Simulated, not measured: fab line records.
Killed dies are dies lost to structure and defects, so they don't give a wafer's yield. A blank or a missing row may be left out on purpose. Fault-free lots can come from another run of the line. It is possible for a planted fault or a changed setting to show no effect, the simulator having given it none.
fab line records	flow n5Finfet
[record] lots = 10	wafers = 30	lastDay = 17
route steps=1938 shown BEOL_M4@1111 BEOL_M12@1637 PASSIVATION@1936
lots that met no fault: from a run of the same line without faults
startH: hours from the record's opening day to when the first of the lot's shown wafers began	waitH: how many hours have passed since the lot's step before this one	" the same as in the row above	L1.1+2: several wafers, shown together as one row	- no value present, or no start provided	* or withheld: withheld	< > ~ a bound
route shown NAME@n: names a module that has steps shown in the file, with the first one's number in the route	usual: the fault-free wafers' mean and standard deviation	same: alike in all rows	chamber/n: place in a boat	sites: the reading at each site	_std_site: the values' standard deviation	_edge_site: the outer-site mean with the inner-site mean subtracted	radiusMm: how far each site lies from the wafer's centre	mask NAME#n: copy n	behind: the most recent tool/chamber to have shaped the wafer	hold: reason for holding the lot/hours on hold/outcome of the hold	device: which transistor (n, p or np) failed to switch	end of line: at the end of the route, the tests of the same wafers	step lacking rows: just its recipe	killed: not the wafer's yield, but the dies lost to structure and defects at the first sort	map: per-die view of a wafer (x killed, . not killed, _ where there is no die)
set.NAME: the setting the step ran with; set.NAME@STEP: the setting that earlier step ran with	model.NAME: the simulator's own value behind a step, which no gauge read
route steps across a sampled set of lots; one table per step, one row per wafer
services: a tool's chamber out of use, with start hour (startH, from the record's first day; less than 0 if before it), hours out, and reason
[[steps]]
[step N5_BEOL_M4_RC_MEAS_101]
[usual] DIBL_N = 36.6/2.1	DIBL_P = 36.3/2.2	IOFF_N = 0.16/0.036	IOFF_P = 0.21/0.038	ION_N = 671/12	ION_P = 460/7.5	SS_N = 71.8/0.72	SS_P = 73.3/0.72	VT_N = 250/3.2	VT_P = -250/3.5
lot.wafer	tool	chamber	startH	waitH	DIBL_N[mV/V]	DIBL_P[mV/V]	IOFF_N[nA/um]	IOFF_P[nA/um]	ION_N[uA/um]	ION_P[uA/um]	SS_N[mV/dec]	SS_P[mV/dec]	VT_N[mV]	VT_P[mV]
L106.1	prober-02	0	162.49	0.0	40.1	39.8	0.20	0.21	675	456	72.6	73.9	248	-254
L106.2	"	0	"	"	35.0	35.4	0.12	0.16	655	453	71.2	72.8	253	-257
L106.3	"	0	"	"	37.9	38.1	0.16	0.19	669	456	71.4	73.9	252	-257
L109.1	prober-01	0	181.14	0.0	36.6	35.8	0.18	0.21	674	458	71.9	73.5	249	-251
L109.2	"	0	"	"	34.7	33.8	0.14	0.18	670	463	71.7	73.2	250	-254
L109.5	"	0	"	"	35.2	33.3	0.14	0.17	664	452	71.7	72.9	251	-253
L114.2	prober-01	0	209.11	0.2	35.7	35.6	0.16	0.21	674	459	71.9	73.0	248	-252
L114.3	"	0	"	"	36.0	36.6	0.16	0.23	673	462	71.8	73.2	250	-249
L114.6	"	0	"	"	35.9	36.8	0.16	0.22	673	458	72.2	73.3	249	-250
L113.1	prober-02	0	212.55	0.0	38.0	36.7	0.17	0.23	659	459	72.0	73.5	249	-247
L113.3	"	0	"	"	39.1	37.5	0.18	0.24	674	465	72.2	73.8	248	-248
L113.6	"	0	"	"	40.2	38.5	0.21	0.26	673	461	72.8	73.4	245	-247
L116.1	prober-01	0	223.52	0.0	32.1	31.7	0.12	0.17	668	470	69.9	72.2	253	-250
L116.2	"	0	"	"	36.3	35.6	0.18	0.24	686	471	72.0	73.1	248	-247
L116.4	"	0	"	"	36.9	36.6	0.18	0.25	673	465	72.1	73.4	248	-246
L118.2	prober-01	0	227.19	0.2	36.3	36.0	0.15	0.20	648	449	71.5	72.8	251	-248
L118.3	"	0	"	"	38.9	39.8	0.22	0.26	677	462	72.6	73.6	246	-245
L118.4	"	0	"	"	34.1	34.0	0.12	0.17	661	462	70.9	72.5	252	-254
L117.1	prober-02	0	242.64	0.1	38.5	40.2	0.19	0.22	668	455	71.9	73.7	248	-253
L117.4	"	0	"	"	32.7	32.7	0.10	0.13	649	448	70.5	71.0	256	-255
L117.5	"	0	"	"	37.1	37.2	0.17	0.18	660	448	72.6	72.8	251	-255
L126.4	prober-02	0	283.35	0.5	37.9	37.7	0.18	0.22	672	451	71.8	73.7	250	-253
L126.5	"	0	"	"	35.5	35.2	0.14	0.19	667	457	71.7	72.5	254	-254
L126.6	"	0	"	"	36.4	36.9	0.16	0.22	682	462	71.6	73.5	249	-251
L127.2	prober-01	0	290.95	0.2	37.2	35.3	0.16	0.24	658	456	72.2	73.5	251	-246
L127.3	"	0	"	"	33.6	32.8	0.12	0.21	666	468	70.6	72.2	255	-249
L127.5	"	0	"	"	34.7	33.9	0.14	0.21	667	469	70.3	72.7	247	-246
L129.3	prober-02	0	300.27	0.3	35.4	34.1	0.15	0.20	671	462	70.7	73.4	250	-248
L129.4	"	0	"	"	36.7	37.2	0.17	0.27	686	478	71.8	73.5	247	-245
L129.6	"	0	"	"	36.5	36.3	0.16	0.23	678	467	71.5	74.0	249	-246
[step N5_BEOL_M12_ETCH_68]
[recipe] chemistry = N2/H2	target = SOC	maskMaterial = SiARC	sourceW = 3000	biasW = 350	tempC = 40	timeS = 285	ionEnergyEv = 200	pressureMtorr = 30	n2FlowSccm = 200	h2FlowSccm = 200
[usual] drypumpMotorCurrentA = 5.9/0.35	oesProductAu = 0.82/0.083	rfVppV = 524.5/1.9	showerheadPlenumPTorr = 2.57/0.061	tempC = 40.00/0.11	throttleValvePct = 17.83/0.3
lot.wafer	tool	chamber	startH	waitH	drypumpMotorCurrentA	oesProductAu	rfHoursCounterH	rfVppV	showerheadPlenumPTorr	tempC	throttleValvePct
L106.1	rieDiel-01	0	227.66	0.1	6.0	0.70	231	521.0	2.40	39.89	18.13
L106.2	"	1	"	"	5.8	0.91	32	525.0	2.61	40.18	17.71
L106.3	"	3	"	"	5.6	0.78	143	524.4	2.56	40.05	18.24
L109.1	rieDiel-02	1	244.74	0.1	6.3	0.84	60	525.7	2.58	40.20	17.81
L109.2	"	3	"	"	5.6	0.68	242	526.1	2.59	39.91	17.75
L109.5	"	1	"	"	6.3	0.83	-	524.1	2.58	40.13	17.81
L114.2	rieDiel-01	0	272.76	0.1	5.9	0.69	247	520.5	2.39	39.90	18.17
L114.3	"	1	"	"	5.8	0.89	48	525.0	2.60	40.11	17.74
L114.6	"	1	"	"	5.8	0.89	-	525.6	2.60	40.12	17.75
L113.1	rieDiel-04	0	279.85	0.1	5.9	0.86	59	524.4	2.58	39.81	17.35
L113.3	"	2	"	"	5.4	0.94	14	525.5	2.61	40.03	17.75
L113.6	"	0	"	"	5.9	0.86	-	524.3	2.59	40.04	17.33
L116.1	rieDiel-02	0	287.45	0.1	5.8	0.73	205	521.9	2.53	39.75	18.16
L116.2	"	3	"	"	5.6	0.98	1	525.4	2.59	40.22	17.32
L116.4	"	1	"	"	6.3	0.82	77	524.3	2.57	39.89	17.83
L118.2	rieDiel-01	1	288.76	0.5	5.8	0.90	55	525.7	2.60	40.08	17.77
L118.3	"	3	"	"	5.6	0.77	162	522.9	2.55	40.04	18.28
L118.4	"	2	"	"	6.4	0.89	-	525.4	2.58	39.95	17.37
L117.1	rieDiel-02	2	303.50	0.1	6.0	0.76	133	523.2	2.55	39.93	17.58
L117.4	"	1	"	"	6.3	0.80	82	526.6	2.57	39.81	17.84
L117.5	"	1	"	"	6.3	0.81	-	525.0	2.57	39.95	17.84
L126.4	rieDiel-04	1	352.12	0.1	6.6	0.76	127	521.1	2.45	40.11	17.82
L126.5	"	3	"	"	5.2	0.87	-	522.8	2.49	39.94	18.05
L126.6	"	0	"	"	5.9	0.81	-	524.2	2.57	40.06	17.37
L127.2	rieDiel-01	3	352.75	0.1	5.6	0.75	188	524.6	2.54	39.93	18.34
L127.3	"	2	"	"	6.5	0.85	67	524.3	2.56	39.99	17.42
L127.5	"	0	"	"	5.9	0.94	-	528.6	2.70	40.08	17.77
L129.3	rieDiel-01	1	364.26	0.1	5.8	0.84	84	524.0	2.58	39.98	17.82
L129.4	"	0	"	"	5.9	0.93	18	528.3	2.70	40.23	17.78
L129.6	"	0	"	"	6.0	0.92	-	527.6	2.70	39.98	17.77
[step N5_BEOL_M12_DEGAS_41]
[recipe] ambient = vacuum	tempC = 250	timeS = 60
[usual] heaterPowerW = 325/32	susceptorTempC = 250.03/0.16
lot.wafer	tool	chamber	startH	waitH	heaterPowerW	susceptorTempC
L106.1	pvdSputter-03	-	229.79	0.3	351	250.28
L106.2	"	-	"	"	253	250.23
L106.3	"	-	"	"	300	250.14
L109.1	pvdSputter-02	-	245.43	0.0	358	249.87
L109.2	"	-	"	"	338	250.12
L109.5	"	-	"	"	302	249.72
L114.2	pvdSputter-03	-	275.12	0.4	328	250.04
L114.3	"	-	"	"	294	250.17
L114.6	"	-	"	"	255	250.37
L113.1	pvdSputter-03	-	281.88	0.6	330	249.88
L113.3	"	-	"	"	344	250.11
L113.6	"	-	"	"	252	249.69
L116.1	pvdSputter-03	-	291.45	0.0	327	249.88
L116.2	"	-	"	"	294	250.09
L116.4	"	-	"	"	347	249.81
L118.2	pvdSputter-03	-	294.29	0.4	302	249.89
L118.3	"	-	"	"	333	250.06
L118.4	"	-	"	"	359	250.06
L117.1	pvdSputter-02	-	305.10	0.1	328	250.03
L117.4	"	-	"	"	331	250.18
L117.5	"	-	"	"	304	250.10
L126.4	pvdSputter-02	-	353.28	0.1	333	249.82
L126.5	"	-	"	"	300	249.73
L126.6	"	-	"	"	328	250.12
L127.2	pvdSputter-01	-	353.54	0.1	360	250.02
L127.3	"	-	"	"	309	249.90
L127.5	"	-	"	"	362	250.18
L129.3	pvdSputter-03	-	367.69	0.4	353	249.86
L129.4	"	-	"	"	254	250.01
L129.6	"	-	"	"	299	250.19
[step N5_BEOL_M12_SPUTTER_45]
[recipe] material = Cu	targetThkA = 800	tempC = -20	biasV = 60	powerW = 26000	chamberPressurePa = 0.13	timeS = 13.33
[usual] biasV = 60.0/0.55	cathodeDcPowerW = 26000/4.7	susceptorTempC = -20.00/0.1	throttleValvePct = 29.8/1
lot.wafer	tool	chamber	startH	waitH	biasV	cathodeDcPowerW	susceptorTempC	throttleValvePct
L106.1	pvdSputter-03	-	230.03	0.0	60.6	25997	-20.03	29.2
L106.2	"	-	"	"	59.9	25994	-20.01	30.3
L106.3	"	-	"	"	61.1	25999	-19.92	30.8
L109.1	pvdSputter-02	-	245.67	0.0	59.8	26001	-19.96	30.3
L109.2	"	-	"	"	59.1	25998	-20.20	31.3
L109.5	"	-	"	"	60.3	26004	-20.02	28.5
L114.2	pvdSputter-03	-	275.36	0.0	59.7	25998	-20.04	30.1
L114.3	"	-	"	"	60.6	26011	-19.98	30.9
L114.6	"	-	"	"	59.5	26003	-19.97	30.3
L113.1	pvdSputter-03	-	282.12	0.0	-	-	-	-
L113.3	"	-	"	"	-	-	-	-
L113.6	"	-	"	"	-	-	-	-
L116.1	pvdSputter-03	-	291.69	0.0	-	-	-	-
L116.2	"	-	"	"	-	-	-	-
L116.4	"	-	"	"	-	-	-	-
L118.2	pvdSputter-03	-	294.53	0.0	-	-	-	-
L118.3	"	-	"	"	-	-	-	-
L118.4	"	-	"	"	-	-	-	-
L117.1	pvdSputter-02	-	305.34	0.0	59.7	26012	-19.97	28.8
L117.4	"	-	"	"	59.8	26004	-20.05	31.1
L117.5	"	-	"	"	59.4	25993	-20.08	28.7
L126.4	pvdSputter-02	-	353.52	0.0	60.9	25997	-20.19	31.2
L126.5	"	-	"	"	60.6	26003	-19.92	28.4
L126.6	"	-	"	"	59.6	25992	-20.19	31.3
L127.2	pvdSputter-01	-	353.78	0.0	60.5	25997	-20.04	30.8
L127.3	"	-	"	"	60.2	26004	-20.00	30.5
L127.5	"	-	"	"	60.1	26003	-19.82	31.0
L129.3	pvdSputter-03	-	367.93	0.0	59.7	25999	-20.12	29.2
L129.4	"	-	"	"	60.1	25989	-20.00	30.1
L129.6	"	-	"	"	59.8	26004	-20.05	30.6
[step N5_BEOL_M12_INSPECT_55]
[recipe] inspectInstrument = darkfield	mode = postDep
[usual] rawDefectCount = 74/25
lot.wafer	tool	chamber	startH	waitH	rawDefectCount
L106.1	defectInspect-01	-	231.28	0.0	43
L106.2	"	-	"	"	90
L106.3	"	-	"	"	75
L109.1	defectInspect-01	-	246.70	0.0	63
L109.2	"	-	"	"	105
L109.5	"	-	"	"	51
L114.2	defectInspect-01	-	276.38	0.0	83
L114.3	"	-	"	"	67
L114.6	"	-	"	"	59
L113.1	defectInspect-01	-	283.14	0.0	39
L113.3	"	-	"	"	36
L113.6	"	-	"	"	47
L116.1	defectInspect-02	-	293.49	0.0	125
L116.2	"	-	"	"	98
L116.4	"	-	"	"	72
L118.2	defectInspect-01	-	295.54	0.0	116
L118.3	"	-	"	"	96
L118.4	"	-	"	"	109
L117.1	defectInspect-02	-	306.61	0.0	79
L117.4	"	-	"	"	64
L117.5	"	-	"	"	63
L126.4	defectInspect-02	-	354.77	0.0	55
L126.5	"	-	"	"	47
L126.6	"	-	"	"	51
L127.2	defectInspect-01	-	355.31	0.0	42
L127.3	"	-	"	"	68
L127.5	"	-	"	"	49
L129.3	defectInspect-02	-	368.98	0.0	45
L129.4	"	-	"	"	74
L129.6	"	-	"	"	50
[step N5_PASSIVATION_PROBE_49]
[usual] defectLimitedYield = 91.1/1.4	killed_at_M0_to_M3 = 33/9.1	killed_at_M4_up = 14/5.6	killedAtContacts = 13/5.7	killedAtFrontEnd = 42/12	killedAtOther = 4/3	killedDies = 105/16	killedOnRim = 13/4	killedOpen = 69/11	killedShort = 34/7.5	sort_bin_5_function = 5.2/0.91	sort_bin_6_memory = 3.3/0.64	sortNPass = 1075/16	sortYieldPct = 91.1/1.4
[same] grossDies = 1180	killedAtBackSide = 0	sort_bin_4_leakage[%] = 0	sort_bin_8_speed[%] = 0
lot.wafer	tool	chamber	startH	waitH	defectLimitedYield[%]	killed_at_M0_to_M3	killed_at_M4_up	killedAtContacts	killedAtFrontEnd	killedAtOther	killedDies	killedOnRim	killedOpen	killedShort	sort_bin_5_function[%]	sort_bin_6_memory[%]	sortNPass	sortYieldPct[%]
L106.1	prober-02	-	262.73	0.0	90.3	28	19	11	54	2	114	14	73	37	5.4	3.6	1066	90.3
L106.2	prober-02	-	262.78	0.1	91.6	28	24	12	33	2	99	10	66	28	4.5	3.6	1081	91.6
L106.3	prober-02	-	262.83	0.1	91.5	29	13	6	51	1	100	9	66	33	4.4	3.8	1080	91.5
L109.1	prober-01	-	274.06	0.0	88.2	60	13	15	51	0	139	21	90	48	7.0	4.5	1041	88.2
L109.2	prober-01	-	274.11	0.1	90.8	50	12	5	40	1	108	8	67	40	5.4	3.2	1072	90.8
L109.5	prober-01	-	274.26	0.2	90.3	46	10	16	39	4	115	18	71	39	5.2	4.2	1065	90.3
L114.2	prober-02	-	309.78	0.1	92.3	36	10	15	28	2	91	13	65	26	4.6	3.1	1089	92.3
L114.3	prober-02	-	309.83	0.1	89.5	41	13	16	53	1	124	8	72	51	5.8	4.0	1056	89.5
L114.6	prober-02	-	309.98	0.3	91.0	45	3	13	41	4	106	18	63	42	5.2	3.1	1074	91.0
L113.1	prober-01	-	311.01	0.2	0	37	1101	11	30	1	1180	152	64	25	96.8	3.1	0	0
L113.3	prober-01	-	311.11	0.3	0	26	1104	11	39	0	1180	152	51	33	97.3	2.4	0	0
L113.6	prober-01	-	311.26	0.4	0	32	1067	8	68	5	1180	152	80	43	95.6	4.0	0	0
L116.1	prober-01	-	323.05	0.0	0	22	1101	16	29	12	1180	152	56	32	97.2	2.2	0	0
L116.2	prober-01	-	323.10	0.1	0	15	1122	8	32	3	1180	152	40	30	97.4	2.3	0	0
L116.4	prober-01	-	323.20	0.2	0	22	1097	8	49	4	1180	152	59	33	96.4	3.3	0	0
L118.2	prober-02	-	326.55	0.1	0	30	1100	10	37	3	1180	152	72	28	96.9	2.8	0	0
L118.3	prober-02	-	326.60	0.1	0	14	1113	16	31	6	1180	152	63	24	96.8	3.1	0	0
L118.4	prober-02	-	326.65	0.2	0	30	1107	7	29	7	1180	152	58	33	97.2	2.6	0	0
L117.1	prober-01	-	340.73	0.0	90.8	24	21	9	53	2	109	11	80	28	4.7	4.2	1071	90.8
L117.4	prober-01	-	340.88	0.2	92.4	17	12	16	44	1	90	12	65	22	4.0	3.3	1090	92.4
L117.5	prober-01	-	340.93	0.2	91.0	26	12	10	54	4	106	17	72	32	4.9	3.8	1074	91.0
L126.4	prober-01	-	382.69	0.2	91.3	25	21	8	47	2	103	10	59	42	4.5	3.5	1077	91.3
L126.5	prober-01	-	382.74	0.2	90.9	30	16	11	50	0	107	12	62	42	5.8	3.1	1073	90.9
L126.6	prober-01	-	382.79	0.3	90.2	45	14	15	41	1	116	18	73	38	5.6	4.0	1064	90.2
L127.2	prober-02	-	390.10	0.1	91.4	29	18	7	46	2	102	19	66	36	4.7	3.6	1078	91.4
L127.3	prober-02	-	390.15	0.1	92.5	41	6	10	31	1	89	12	51	37	4.4	2.9	1091	92.5
L127.5	prober-02	-	390.25	0.2	90.7	37	11	9	48	5	110	10	65	44	5.8	3.2	1070	90.7
L129.3	prober-01	-	410.74	0.1	89.2	23	13	17	65	10	128	16	79	42	6.4	3.9	1052	89.2
L129.4	prober-01	-	410.79	0.2	90.7	31	8	17	48	6	110	12	67	39	5.1	3.6	1070	90.7
L129.6	prober-01	-	410.89	0.3	91.0	31	9	12	50	4	106	12	65	37	4.9	3.8	1074	91.0
// killed by level:class
L106.1 FIN_SAQP:geometricParticle:open=15 STI_FIN_REVEAL:geometricParticle:open=13 BEOL_M3:geometricParticle:open=10 FIN_SAQP:geometricParticle:short=8 MOL_CONTACT_COAG:geometricParticle:open=7 BEOL_M4:geometricParticle:open=5 BEOL_M0_SAQP:geometricParticle:open=5 MOL_CONTACT_COAG:geometricParticle:short=4
L106.2 BEOL_M4:geometricParticle:open=15 FIN_SAQP:geometricParticle:open=10 BEOL_M3:geometricParticle:open=10 FIN_SAQP:geometricParticle:short=8 MOL_CONTACT_COAG:geometricParticle:open=8 GATE_CUT:geometricParticle:short=5 BEOL_M2:geometricParticle:open=5 MOL_CONTACT_COAG:geometricParticle:short=4
L106.3 FIN_SAQP:geometricParticle:short=14 BEOL_M3:geometricParticle:open=13 FIN_SAQP:geometricParticle:open=11 BEOL_M4:geometricParticle:open=8 BEOL_M2:geometricParticle:open=7 MOL_CONTACT_COAG:geometricParticle:open=5 STI_FIN_REVEAL:geometricParticle:open=5 GATE_CUT:geometricParticle:short=5
L109.1 FIN_SAQP:geometricParticle:short=16 BEOL_M3:geometricParticle:open=15 BEOL_M1:geometricParticle:open=13 BEOL_M0_SAQP:geometricParticle:open=11 FIN_SAQP:geometricParticle:open=10 MOL_CONTACT_COAG:geometricParticle:open=9 BEOL_M2:geometricParticle:open=7 MOL_CONTACT_COAG:geometricParticle:short=5
L109.2 BEOL_M1:geometricParticle:open=17 FIN_SAQP:geometricParticle:short=12 BEOL_M3:geometricParticle:open=8 BEOL_M4:geometricParticle:open=8 FIN_SAQP:geometricParticle:open=6 GATE_CUT:geometricParticle:short=6 MOL_CONTACT_COAG:geometricParticle:open=5 BEOL_M1:geometricParticle:short=5
L109.5 BEOL_M1:geometricParticle:open=14 STI_FIN_REVEAL:geometricParticle:open=11 MOL_CONTACT_COAG:geometricParticle:open=11 BEOL_M0_SAQP:geometricParticle:short=8 BEOL_M0_SAQP:geometricParticle:open=6 BEOL_M1:geometricParticle:short=6 BEOL_M4:geometricParticle:open=5 GATE_CUT:geometricParticle:short=5
L114.2 MOL_CONTACT_COAG:geometricParticle:open=11 FIN_SAQP:geometricParticle:open=8 BEOL_M2:geometricParticle:open=7 STI_FIN_REVEAL:geometricParticle:open=6 BEOL_M1:geometricParticle:open=6 BEOL_M0_SAQP:geometricParticle:short=6 BEOL_M0_SAQP:geometricParticle:open=5 BEOL_M3:geometricParticle:open=5
L114.3 STI_FIN_REVEAL:geometricParticle:open=10 FIN_SAQP:geometricParticle:short=9 BEOL_M1:geometricParticle:open=9 MOL_CONTACT_COAG:geometricParticle:open=9 FIN_SAQP:geometricParticle:open=7 MOL_CONTACT_COAG:geometricParticle:short=7 DUMMY_GATE:geometricParticle:open=6 BEOL_M1:geometricParticle:short=6
L114.6 FIN_SAQP:geometricParticle:short=13 FIN_SAQP:geometricParticle:open=11 BEOL_M1:geometricParticle:open=11 BEOL_M0_SAQP:geometricParticle:short=10 BEOL_M3:geometricParticle:open=10 MOL_CONTACT_COAG:geometricParticle:open=9 BEOL_M0_SAQP:geometricParticle:open=4 BEOL_M2:geometricParticle:short=4
L113.1 BEOL_M12:areaSputter=563 BEOL_M12:areaEcd=527 BEOL_M0_SAQP:geometricParticle:open=13 MOL_CONTACT_COAG:geometricParticle:open=9 STI_FIN_REVEAL:geometricParticle:open=8 BEOL_M0_SAQP:geometricParticle:short=8 FIN_SAQP:geometricParticle:open=5 DUMMY_GATE:geometricParticle:open=4
L113.3 BEOL_M12:areaSputter=567 BEOL_M12:areaEcd=529 FIN_SAQP:geometricParticle:short=9 BEOL_M0_SAQP:geometricParticle:open=8 STI_FIN_REVEAL:geometricParticle:open=6 MOL_CONTACT_COAG:geometricParticle:open=6 FIN_SAQP:geometricParticle:open=5 MOL_CONTACT_COAG:geometricParticle:short=5
L113.6 BEOL_M12:areaSputter=552 BEOL_M12:areaEcd=505 STI_FIN_REVEAL:geometricParticle:open=26 FIN_SAQP:geometricParticle:short=10 BEOL_M0_SAQP:geometricParticle:short=10 BEOL_M0_SAQP:geometricParticle:open=10 FIN_SAQP:geometricParticle:open=8 MOL_CONTACT_COAG:geometricParticle:open=6
L116.1 BEOL_M12:areaSputter=548 BEOL_M12:areaEcd=544 MOL_CONTACT_COAG:geometricParticle:open=14 FIN_SAQP:geometricParticle:short=9 STI_FIN_REVEAL:geometricParticle:open=9 GATE_CUT:geometricParticle:short=5 BEOL_M2:geometricParticle:open=5 BEOL_M3:geometricParticle:open=5
L116.2 BEOL_M12:areaSputter=567 BEOL_M12:areaEcd=543 FIN_SAQP:geometricParticle:short=9 MOL_CONTACT_COAG:geometricParticle:open=6 BEOL_M4:geometricParticle:open=6 GATE_CUT:geometricParticle:short=4 BEOL_M0_SAQP:geometricParticle:short=4 BEOL_M2:geometricParticle:open=4
L116.4 BEOL_M12:areaEcd=545 BEOL_M12:areaSputter=542 STI_FIN_REVEAL:geometricParticle:open=14 FIN_SAQP:geometricParticle:short=12 BEOL_M3:geometricParticle:open=8 MOL_CONTACT_COAG:geometricParticle:open=7 GATE_CUT:geometricParticle:short=5 BEOL_M2:geometricParticle:open=5
L118.2 BEOL_M12:areaSputter=564 BEOL_M12:areaEcd=516 FIN_SAQP:geometricParticle:open=15 BEOL_M4:geometricParticle:open=8 BEOL_M0_SAQP:geometricParticle:short=7 BEOL_M1:geometricParticle:open=7 BEOL_M3:geometricParticle:open=7 DUMMY_GATE:geometricParticle:open=6
L118.3 BEOL_M12:areaEcd=554 BEOL_M12:areaSputter=539 MOL_CONTACT_COAG:geometricParticle:open=13 FIN_SAQP:geometricParticle:open=8 BEOL_M4:geometricParticle:open=8 DUMMY_GATE:geometricParticle:open=7 BEOL_M0_SAQP:geometricParticle:open=5 STI_FIN_REVEAL:geometricParticle:open=4
L118.4 BEOL_M12:areaEcd=559 BEOL_M12:areaSputter=529 FIN_SAQP:geometricParticle:open=16 BEOL_M3:geometricParticle:open=8 BEOL_M0_SAQP:geometricParticle:short=7 BEOL_M0_SAQP:geometricParticle:open=6 BEOL_M4:geometricParticle:open=6 BEOL_M4:geometricParticle:short=6
L117.1 FIN_SAQP:geometricParticle:open=15 BEOL_M4:geometricParticle:open=11 BEOL_M3:geometricParticle:open=10 STI_FIN_REVEAL:geometricParticle:open=9 GATE_CUT:geometricParticle:open=7 MOL_CONTACT_COAG:geometricParticle:open=7 FIN_SAQP:geometricParticle:short=5 DUMMY_GATE:geometricParticle:open=5
L117.4 MOL_CONTACT_COAG:geometricParticle:open=13 FIN_SAQP:geometricParticle:open=12 STI_FIN_REVEAL:geometricParticle:open=12 BEOL_M3:geometricParticle:open=5 FIN_SAQP:geometricParticle:short=4 BEOL_M1:geometricParticle:open=4 BEOL_M1:geometricParticle:short=4 STI_FIN_REVEAL:geometricParticle:short=3
L117.5 STI_FIN_REVEAL:geometricParticle:open=15 FIN_SAQP:geometricParticle:short=9 MOL_CONTACT_COAG:geometricParticle:open=9 BEOL_M3:geometricParticle:open=8 FIN_SAQP:geometricParticle:open=7 STI_FIN_REVEAL:geometricParticle:short=6 BEOL_M1:geometricParticle:open=6 BEOL_M4:geometricParticle:open=5
L126.4 STI_FIN_REVEAL:geometricParticle:open=12 BEOL_M4:geometricParticle:open=10 FIN_SAQP:geometricParticle:short=9 MOL_CONTACT_COAG:geometricParticle:open=7 BEOL_M3:geometricParticle:open=7 FIN_SAQP:geometricParticle:open=5 ILD0:geometricParticle:short=5 GATE_CUT:geometricParticle:short=5
L126.5 FIN_SAQP:geometricParticle:short=9 STI_FIN_REVEAL:geometricParticle:open=9 MOL_CONTACT_COAG:geometricParticle:open=8 BEOL_M4:geometricParticle:short=7 STARTING-WAFER:geometricParticle:open=7 BEOL_M0_SAQP:geometricParticle:short=6 GATE_CUT:geometricParticle:short=6 BEOL_M2:geometricParticle:open=6
L126.6 MOL_CONTACT_COAG:geometricParticle:open=13 STI_FIN_REVEAL:geometricParticle:open=12 BEOL_M0_SAQP:geometricParticle:open=12 BEOL_M0_SAQP:geometricParticle:short=11 GATE_CUT:geometricParticle:short=6 BEOL_M3:geometricParticle:open=6 FIN_SAQP:geometricParticle:open=4 DUMMY_GATE:geometricParticle:open=4
L127.2 BEOL_M1:geometricParticle:open=13 GATE_CUT:geometricParticle:short=10 BEOL_M4:geometricParticle:open=8 BEOL_M2:geometricParticle:open=7 GATE_CUT:geometricParticle:open=6 MOL_CONTACT_COAG:geometricParticle:open=6 STI_FIN_REVEAL:geometricParticle:open=5 STI_FIN_REVEAL:geometricParticle:short=5
L127.3 BEOL_M0_SAQP:geometricParticle:short=10 BEOL_M0_SAQP:geometricParticle:open=9 BEOL_M1:geometricParticle:open=8 BEOL_M3:geometricParticle:open=6 FIN_SAQP:geometricParticle:short=5 MOL_CONTACT_COAG:geometricParticle:open=5 MOL_CONTACT_COAG:geometricParticle:short=4 FIN_SAQP:geometricParticle:open=3
L127.5 FIN_SAQP:geometricParticle:short=10 MOL_CONTACT_COAG:geometricParticle:open=9 BEOL_M0_SAQP:geometricParticle:short=8 BEOL_M3:geometricParticle:open=8 FIN_SAQP:geometricParticle:open=6 ILD0:geometricParticle:open=6 GATE_CUT:geometricParticle:open=5 BEOL_M0_SAQP:geometricParticle:open=5
L129.3 STI_FIN_REVEAL:geometricParticle:open=17 FIN_SAQP:geometricParticle:short=16 FIN_SAQP:geometricParticle:open=13 MOL_CONTACT_COAG:geometricParticle:open=13 BEOL_M4:geometricParticle:open=7 MIM_TOP:geometricParticle:open=5 STI_FIN_REVEAL:geometricParticle:short=4 BEOL_M3:geometricParticle:open=4
L129.4 MOL_CONTACT_COAG:geometricParticle:open=12 FIN_SAQP:geometricParticle:open=10 FIN_SAQP:geometricParticle:short=9 STI_FIN_REVEAL:geometricParticle:open=9 BEOL_M0_SAQP:geometricParticle:open=6 BEOL_M2:geometricParticle:short=5 ILD0:geometricParticle:short=5 BEOL_M1:geometricParticle:open=5
L129.6 FIN_SAQP:geometricParticle:open=14 FIN_SAQP:geometricParticle:short=12 MOL_CONTACT_COAG:geometricParticle:open=10 BEOL_M1:geometricParticle:open=8 BEOL_M2:geometricParticle:open=6 STI_FIN_REVEAL:geometricParticle:open=5 STI_FIN_REVEAL:geometricParticle:short=4 BEOL_M4:geometricParticle:open=4
[[services]]
tool	chamber	startH	hours	kind
rieDiel-04	2	220.67	-	clean
rieDiel-04	2	220.67	-	consumableReplace:focusRing
rieDiel-04	2	220.67	14.0	scheduledDown
rieDiel-04	2	220.67	14.0	ventCycle
rieDiel-02	2	231.84	21.6	repair
rieDiel-04	3	234.81	-	clean
rieDiel-04	3	234.81	-	consumableReplace:focusRing
rieDiel-04	3	234.81	14.7	scheduledDown
rieDiel-04	3	234.81	14.7	ventCycle
rieDiel-02	3	264.19	-	clean
rieDiel-02	3	264.19	-	consumableReplace:focusRing
rieDiel-02	3	264.19	19.1	scheduledDown
rieDiel-02	3	264.19	19.1	ventCycle
rieDiel-04	2	265.77	9.3	repair
rieDiel-01	0	286.63	-	clean
rieDiel-01	0	286.63	-	consumableReplace:focusRing
rieDiel-01	0	286.63	-	consumableReplace:showerhead
rieDiel-01	0	286.63	28.2	scheduledDown
rieDiel-01	0	286.63	28.2	ventCycle
[[key]]
[firstSign] step = N5_BEOL_M12_SPUTTER_45	reading = toolRecord	direction = missing
[effect] step = N5_PASSIVATION_PROBE_49	reading = killed_at_M4_up	direction = up	sigmas = 99+	usual = 14	struck = 1101
[moreKillsBornAt] N5_BEOL_M12_SPUTTER_45@pvdSputter-03 = 4971	N5_BEOL_M12_ECD_47@ecdCu-02 = 4822
metAt N5_BEOL_M12_SPUTTER_45
struckLots L113,L116,L118
laterRowsLeftOut L113.1,L113.3,L113.6,L116.1,L116.2,L116.4,L118.2,L118.3,L118.4
notActingAt N5_BEOL_M12_ETCH_68,N5_BEOL_M12_DEGAS_41,N5_BEOL_M12_INSPECT_55
onsetBetween 275.36 282.12
[fault] kind = skippedStepWhole	tool = pvdSputter-03	chamber = -	onsetH = 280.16	steps = N5_BEOL_M12_SPUTTER_45	scope = struckLotsOnly
// laterRowsLeftOut: the simulator's readings of these wafers behind a module that went badly wrong aren't trusted and aren't shown, but for the sort
